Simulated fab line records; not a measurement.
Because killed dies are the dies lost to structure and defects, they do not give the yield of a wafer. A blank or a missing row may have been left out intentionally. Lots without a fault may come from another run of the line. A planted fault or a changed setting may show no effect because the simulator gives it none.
Chamber matching || flow nand-harc || NHARC_P_M2_DEP_33 on pecvd-01 has 3 sister chambers
The step deposits SiCN, target thk 30 nm. 6 wafers are shown with their chamber, then 10 later ones without.

== WAFERS, EACH WITH ITS CHAMBER ==
{"wafer": "L083.3", "chamber": 1, "heater-power-w (W)": 685, "susceptor-temp-C (C)": 369.96}
{"wafer": "L084.4", "chamber": 0, "heater-power-w (W)": 533, "susceptor-temp-C (C)": 370.10}
{"wafer": "L084.5", "chamber": 2, "heater-power-w (W)": 516, "susceptor-temp-C (C)": 369.98}
{"wafer": "L084.6", "chamber": 1, "heater-power-w (W)": 723, "susceptor-temp-C (C)": 370.26}
{"wafer": "L089.1", "chamber": 2, "heater-power-w (W)": 493, "susceptor-temp-C (C)": 369.44}
{"wafer": "L089.3", "chamber": 0, "heater-power-w (W)": 477, "susceptor-temp-C (C)": 369.52}

== WAFERS WITH NO CHAMBER GIVEN ==
{"wafer": "L089.6", "heater-power-w (W)": 487, "susceptor-temp-C (C)": 369.85}
{"wafer": "L090.3", "heater-power-w (W)": 543, "susceptor-temp-C (C)": 369.82}
{"wafer": "L090.4", "heater-power-w (W)": 473, "susceptor-temp-C (C)": 369.52}
{"wafer": "L090.5", "heater-power-w (W)": 538, "susceptor-temp-C (C)": 369.83}
{"wafer": "L091.3", "heater-power-w (W)": 501, "susceptor-temp-C (C)": 369.63}
{"wafer": "L091.5", "heater-power-w (W)": 707, "susceptor-temp-C (C)": 370.02}
{"wafer": "L091.6", "heater-power-w (W)": 500, "susceptor-temp-C (C)": 370.08}
{"wafer": "L097.1", "heater-power-w (W)": 613, "susceptor-temp-C (C)": 370.30}
{"wafer": "L097.5", "heater-power-w (W)": 464, "susceptor-temp-C (C)": 370.22}
{"wafer": "L097.6", "heater-power-w (W)": 646, "susceptor-temp-C (C)": 369.98}

== THE CHAMBER EACH PASSED THROUGH ==
{"wafer": "L089.6", "from the rows above": "can't be placed: 0 or 2", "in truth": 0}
{"wafer": "L090.3", "from the rows above": "can't be placed: 0 or 2", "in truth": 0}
{"wafer": "L090.4", "from the rows above": "can't be placed: 2 or 0", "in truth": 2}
{"wafer": "L090.5", "from the rows above": "can't be placed: 0 or 2", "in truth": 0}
{"wafer": "L091.3", "from the rows above": "can't be placed: 2 or 0", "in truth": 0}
{"wafer": "L091.5", "from the rows above": 1, "in truth": 1}
{"wafer": "L091.6", "from the rows above": "can't be placed: 0 or 2", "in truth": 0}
{"wafer": "L097.1", "from the rows above": "can't be placed: 1 or 0 or 2", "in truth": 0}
{"wafer": "L097.5", "from the rows above": "can't be placed: 0 or 2", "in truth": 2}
{"wafer": "L097.6", "from the rows above": 1, "in truth": 1}
Correctly placed: 2 of 10. Cannot be placed on the basis of these rows: 8; the candidates contain the true chamber in 8. Wrongly placed: 0.
How it was worked out, from the rows above alone: a wafer's distance from a chamber is the root of the sum, over the readings, of the square of ((its reading less the chamber's mean) divided by the reading's scatter). If the next closest chamber is less than 2 further off than the closest, the wafer can't be placed; otherwise it belongs to the closest. Each chamber's mean is taken over the wafers shown for it. The scatter: the root of (the sum of the squares of (reading less its chamber's mean) over the shown wafers, divided by (wafers less chambers)).
